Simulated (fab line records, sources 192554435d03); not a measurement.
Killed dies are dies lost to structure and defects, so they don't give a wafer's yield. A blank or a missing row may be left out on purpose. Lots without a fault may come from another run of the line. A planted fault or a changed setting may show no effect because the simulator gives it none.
A struck lot beside a sound one | flow n5_finfet | 16 steps out of a route of 1938
Sound: wafers L100.1, L100.4, L100.5. Struck: wafers L118.1, L118.2, L118.4. The cause comes at the end.
At each step with rows: each side's tool, then ch and its chambers, then its first start. Under that, the readings that differ: sound wafers | struck wafers | difference of the means | sigmas: that difference in standard deviations of wafers without a fault.
alike: readings whose means differ by less than 2 such deviations, and words and numbers that are the same on both sides. not compared: withheld readings, readings that some wafer has no value for, bounds like >300 that may hide the same value, and numbers for which the record gives no deviation and whose values overlap.
The two part at a step that has a row with sigmas, a row that says differs or no value, or rows on one side only. Numbers that don't overlap but have no deviation are shown without sigmas and don't part them. A reading that every wafer of one side lacks parts them only if that side has two wafers or more.

first, 5 steps without rows for these wafers: N5_BEOL_M4_ANNEAL_49 (time 240 s); N5_BEOL_M4_SPUTTER_79 (material Cu, target thk 4.5 nm, time 8.29 s); N5_BEOL_M4_ANNEAL_80 (time 240 s); N5_BEOL_M4_SPUTTER_81 (material Cu, target thk 4.5 nm, time 8.29 s); N5_BEOL_M4_ANNEAL_82 (time 240 s).
N5_BEOL_M4_SPUTTER_86: material Cu, target thk 4.5 nm, time 8.29 s.
  sound on pvd_sputter-02, day 9 21:14; struck on pvd_sputter-02, day 13 17:55
  alike: throttle_valve_pct
N5_BEOL_M4_ANNEAL_87: time 240 s.
  sound on pvd_sputter-02, day 9 21:19; struck on pvd_sputter-02, day 13 18:00
  alike: heater_power_w, susceptor_temp_C
N5_BEOL_M4_SPUTTER_88: material Cu, target thk 4.5 nm, time 8.29 s.
  sound on pvd_sputter-02, day 9 21:28; struck on pvd_sputter-02, day 13 18:10
  alike: throttle_valve_pct
then, 1 step without rows for these wafers: N5_BEOL_M4_ANNEAL_89 (time 240 s).
N5_BEOL_M4_SPUTTER_90: material Cu, target thk 4.5 nm, time 8.29 s.
  sound on pvd_sputter-02, day 9 21:41; struck on pvd_sputter-02, day 13 18:25
  alike: throttle_valve_pct
N5_BEOL_M4_ANNEAL_91: time 240 s.
  sound on pvd_sputter-02, day 9 21:46; struck on pvd_sputter-02, day 13 18:30
  alike: heater_power_w, susceptor_temp_C
then, 1 step without rows for these wafers: N5_BEOL_M4_SPUTTER_92 (material Cu, target thk 4.5 nm, time 8.29 s).
N5_BEOL_M4_ANNEAL_93: time 240 s.
  sound on pvd_sputter-02, day 9 21:59; struck on pvd_sputter-02, day 13 18:44
  no value came back on the struck wafers for heater_power_w (W), susceptor_temp_C (C); on the sound wafers heater_power_w (W) reads 905 809 806
then, 1 step without rows for these wafers: N5_BEOL_M4_SPUTTER_94 (material Cu, target thk 4.5 nm, time 8.29 s).
N5_BEOL_M4_RC_MEAS_101:
  sound on prober-01 ch 0, day 9 23:26; struck on prober-01 ch 0, day 13 20:20
  alike: DIBL_N, DIBL_P, IOFF_N, IOFF_P, ION_N, ION_P, SS_N, SS_P, VT_N, VT_P
N5_PASSIVATION_PROBE_49:
  the record has rows for the sound wafers here (prober-01, day 14 07:09) and none for the struck ones

WHERE THEY PART
First at N5_BEOL_M4_ANNEAL_93; last, within this record, at N5_PASSIVATION_PROBE_49.

WHY: what the simulator had put in
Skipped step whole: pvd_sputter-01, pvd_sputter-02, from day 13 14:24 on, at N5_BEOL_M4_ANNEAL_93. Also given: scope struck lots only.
